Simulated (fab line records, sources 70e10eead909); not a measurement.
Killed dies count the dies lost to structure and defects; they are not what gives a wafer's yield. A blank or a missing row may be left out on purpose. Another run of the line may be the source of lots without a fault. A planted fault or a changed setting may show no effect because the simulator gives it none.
What tool caused it? -- flow nand harc -- 72 wafers from 24 lots sampled at 5 of the route's 1159 steps

WHAT THE GAUGES SHOWED, per wafer
NHARC_P_M0_OVL_MEAS_10: pitch 180 nm. Usual: overlay x nm 0.0 nm, standard deviation 0.81; overlay y nm 0.1 nm, standard deviation 0.68.
lot,measured,on,overlay x nm (nm),overlay y nm (nm),flag
L074,day 5 13:49,overlay-02,-1.0 -0.9 -1.6,0.0 0.0 0.2,
L076,day 6 12:49,overlay-01,0.1 0.3 -0.1,0.1 0.2 0.6,
L075,day 6 13:22,overlay-01,-0.9 -0.4 -0.3,-0.2 0.4 -0.1,
L078,day 6 15:14,overlay-01,0.3 0.2 0.2,0.6 0.2 0.6,
L077,day 6 18:49,overlay-02,0.6 0.6 0.4,0.6 0.7 1.0,
L079,day 7 03:04,overlay-01,0.6 0.7 0.7,-0.4 -0.6 -0.2,
L080,day 7 08:49,overlay-01,-0.5 -0.1 -0.7,-0.2 -0.4 -0.4,
L081,day 7 15:55,overlay-01,-1.0 -0.5 -1.4,0.3 0.5 -0.5,
L082,day 7 19:07,overlay-01,0.9 0.6 0.5,-0.7 -1.0 -0.8,
L083,day 7 20:41,overlay-02,-1.0 -0.1 -0.3,0.2 0.0 0.4,
L084,day 8 00:29,overlay-01,0.4 1.1 -0.1,0.8 0.5 0.4,
L088,day 9 01:55,overlay-02,0.7 0.7 1.4,0.2 0.1 0.4,
L085,day 9 02:34,overlay-02,0.2 0.2 0.6,0.9 0.2 0.4,
L086,day 9 03:08,overlay-01,0.1 0.3 0.3,-1.7 -1.1 -1.2,
L087,day 9 04:48,overlay-02,-0.3 -1.3 -0.4,1.9 1.8 1.6,
L089,day 9 20:37,overlay-02,1.4 1.6 1.7,0.4 0.2 0.4,
L090,day 9 21:10,overlay-02,0.6 0.5 0.5,-0.1 0.1 0.3,
L091,day 10 00:22,overlay-01,-0.6 -1.2 -0.8,-1.0 -0.9 -0.5,
L093,day 10 11:29,overlay-01,2.1 1.8 1.2,-1.0 -0.8 -1.2,
L092,day 10 11:55,overlay-01,-1.4 -0.9 -0.9,-0.7 -0.6 -0.6,
L095,day 10 23:25,overlay-01,0.4 0.1 -0.4,0.6 0.2 1.1,
L094,day 10 23:56,overlay-01,-1.6 -1.1 -1.4,0.6 0.5 0.9,
L096,day 11 17:17,overlay-01,0.0 -0.1 0.1,0.4 0.1 1.1,
L097,day 11 18:05,overlay-01,0.0 0.5 0.4,0.4 0.4 0.1,

NHARC_P_M0_INSPECT_27. Usual: 297 for raw defect count, sd 100.
lot,measured,on,raw defect count,flag
L074,day 5 16:25,defect inspect-02,268 159 155,
L076,day 6 15:28,defect inspect-02,388 406 300,
L075,day 6 16:04,defect inspect-01,293 163 257,
L078,day 6 17:52,defect inspect-02,327 302 328,
L077,day 6 21:27,defect inspect-01,417 320 249,
L079,day 7 05:49,defect inspect-01,373 311 286,
L080,day 7 11:26,defect inspect-02,318 222 386,
L081,day 7 18:32,defect inspect-02,224 318 358,
L082,day 7 21:44,defect inspect-01,437 585 449,
L083,day 7 23:17,defect inspect-01,201 178 325,
L084,day 8 03:07,defect inspect-01,382 400 381,
L088,day 9 04:30,defect inspect-02,237 126 395,
L085,day 9 05:08,defect inspect-01,272 382 216,
L086,day 9 05:46,defect inspect-02,230 157 313,
L087,day 9 07:22,defect inspect-01,138 209 168,
L089,day 9 23:14,defect inspect-01,236 400 370,
L090,day 9 23:52,defect inspect-02,297 215 210,
L091,day 10 03:02,defect inspect-01,329 330 200,
L093,day 10 14:17,defect inspect-02,324 415 355,
L092,day 10 14:43,defect inspect-01,226 219 277,
L095,day 11 02:01,defect inspect-01,152 210 383,
L094,day 11 02:37,defect inspect-02,234 203 135,
L096,day 11 19:52,defect inspect-01,477 388 246,
L097,day 11 20:43,defect inspect-01,297 235 162,

NHARC_P_M1_THK_MEAS_24: measures by xrf. Usual: 157.5 nm for thk nm, sd 1.8.
lot,measured,on,thk nm (nm),flag
L074,day 5 20:58,film metro-01,153.1 154.9 154.8,
L076,day 6 19:28,film metro-01,157.0 157.1 160.2,
L075,day 6 20:16,film metro-02,156.5 157.2 160.5,
L078,day 6 21:55,film metro-01,161.7 159.2 155.1,
L077,day 7 01:38,film metro-02,156.6 160.0 158.2,
L079,day 7 09:47,film metro-01,159.9 155.7 153.2,
L080,day 7 16:20,film metro-02,156.6 157.7 159.0,
L081,day 7 22:52,film metro-02,155.0 153.9 159.7,
L082,day 8 01:54,film metro-01,158.6 157.0 158.2,
L083,day 8 03:29,film metro-02,157.1 155.9 154.8,
L084,day 8 07:16,film metro-02,160.2 157.2 157.1,
L088,day 9 08:25,film metro-01,159.3 158.2 155.1,
L085,day 9 09:07,film metro-01,157.5 159.4 156.5,
L086,day 9 09:46,film metro-02,159.5 156.2 157.7,
L087,day 9 11:25,film metro-01,157.9 155.3 156.7,
L089,day 10 03:13,film metro-02,161.3 157.5 155.9,
L090,day 10 03:52,film metro-02,156.6 156.9 159.5,
L091,day 10 07:02,film metro-02,157.4 157.0 158.7,
L093,day 10 18:17,film metro-02,156.0 159.5 158.5,
L092,day 10 18:46,film metro-01,156.5 158.0 158.0,
L095,day 11 05:55,film metro-02,155.7 157.2 156.5,
L094,day 11 06:49,film metro-01,156.5 158.2 157.2,
L096,day 11 23:55,film metro-01,156.7 160.4 159.0,
L097,day 12 00:44,film metro-01,158.1 155.1 160.2,

NHARC_P_M2_CD_MEAS_09 targets a cd of 170 nm. Usual: 169.9 nm for cd nm, sd 0.78.
lot,measured,on,cd nm (nm),flag
L074,day 5 22:32,cd sem-02,171.6 170.5 170.6,
L076,day 6 20:54,cd sem-02,170.0 170.8 170.4,
L075,day 6 21:47,cd sem-01,168.8 170.3 169.0,
L078,day 6 23:19,cd sem-03,169.6 169.9 169.3,
L077,day 7 03:12,cd sem-02,168.9 170.6 170.4,
L079,day 7 11:13,cd sem-02,170.5 169.9 169.8,
L080,day 7 17:58,cd sem-03,170.1 170.4 169.7,
L081,day 8 00:25,cd sem-02,168.7 171.0 170.6,
L082,day 8 03:35,cd sem-01,169.2 169.7 170.1,
L083,day 8 05:12,cd sem-03,169.1 170.6 170.0,
L084,day 8 08:42,cd sem-01,169.2 171.0 169.8,
L088,day 9 09:58,cd sem-03,170.1 169.1 170.4,
L085,day 9 10:40,cd sem-01,168.8 168.5 170.8,
L086,day 9 11:14,cd sem-01,170.8 170.0 169.2,
L087,day 9 12:59,cd sem-02,170.4 170.6 170.5,
L089,day 10 04:38,cd sem-01,169.9 170.6 170.9,
L090,day 10 05:23,cd sem-03,170.5 170.6 170.0,
L091,day 10 08:37,cd sem-02,171.2 169.3 170.0,
L093,day 10 19:43,cd sem-02,170.0 169.4 168.7,
L092,day 10 20:23,cd sem-03,169.5 168.9 168.1,
L095,day 11 07:19,cd sem-02,170.8 169.5 169.0,
L094,day 11 08:29,cd sem-03,169.5 168.9 171.2,
L096,day 12 01:26,cd sem-02,170.1 169.9 169.2,
L097,day 12 02:10,cd sem-01,169.4 169.7 167.8,

NHARC_P_M2_CD_MEAS_16. Usual: 169.9 nm for cd nm, sd 1.1.
lot,measured,on,cd nm (nm),flag
L074,day 5 23:04,cd sem-02,171.8 171.5 171.5,
L076,day 6 21:26,cd sem-03,170.5 170.3 171.1,
L075,day 6 22:19,cd sem-03,169.1 169.7 169.1,
L078,day 6 23:50,cd sem-03,170.1 169.4 168.6,
L077,day 7 03:44,cd sem-01,169.5 171.6 169.2,
L079,day 7 11:43,cd sem-02,170.1 168.9 169.1,
L080,day 7 18:48,cd sem-03,169.6 170.7 169.0,
L081,day 8 00:58,cd sem-01,168.5 171.1 170.8,
L082,day 8 04:05,cd sem-02,169.4 169.8 169.3,
L083,day 8 05:46,cd sem-01,168.6 169.9 169.4,
L084,day 8 09:15,cd sem-02,168.6 170.2 169.7,
L088,day 9 10:29,cd sem-01,171.8 169.8 171.1,
L085,day 9 11:10,cd sem-02,168.0 167.0 170.6,
L086,day 9 11:44,cd sem-02,172.2 170.6 169.0,
L087,day 9 13:29,cd sem-01,170.0 172.9 170.7,
L089,day 10 05:08,cd sem-03,169.6 170.3 170.3,
L090,day 10 05:58,cd sem-02,170.0 170.6 169.1,
L091,day 10 09:06,cd sem-02,171.4 168.8 169.9,
L093,day 10 20:12,cd sem-03,170.2 169.2 170.2,
L092,day 10 20:53,cd sem-02,168.0 169.2 168.0,
L095,day 11 07:49,cd sem-02,169.7 170.5 168.6,
L094,day 11 09:01,cd sem-03,170.5 169.2 171.2,
L096,day 12 01:56,cd sem-02,170.9 170.1 170.3,
L097,day 12 02:39,cd sem-01,169.3 170.2 168.6,

WHAT TOOL EACH LOT RAN ON (gives the tool, then ch and the chambers of the sampled wafers, and finally the start)
No process step before these readings appears in the record.

WHAT THE TOOLS THEMSELVES READ (means of the sampled wafers that have a number; where no wafer has one, the mark that the record gives instead)
The record holds no such reading with a usual standard deviation.

THE ANSWER, worked out from the rows above alone
Rule: take the mean of a lot's wafers that have a number; if it is more than 3 standard deviations from the usual mean, the lot is off. A lot without any number at a reading at which 4 lots or more have one is off too. Where the step has rows for the other lots, those lots are counted as sound. First the gauges in route order, then the tools' own readings, where a lot's mean is used as printed above. At the first step where some lot is off, the reading lying furthest off is the one used; lots without a number count as furthest.
No lot is off at any reading shown: from this, nothing can be told.

WHAT THE SIMULATOR HAD INSERTED
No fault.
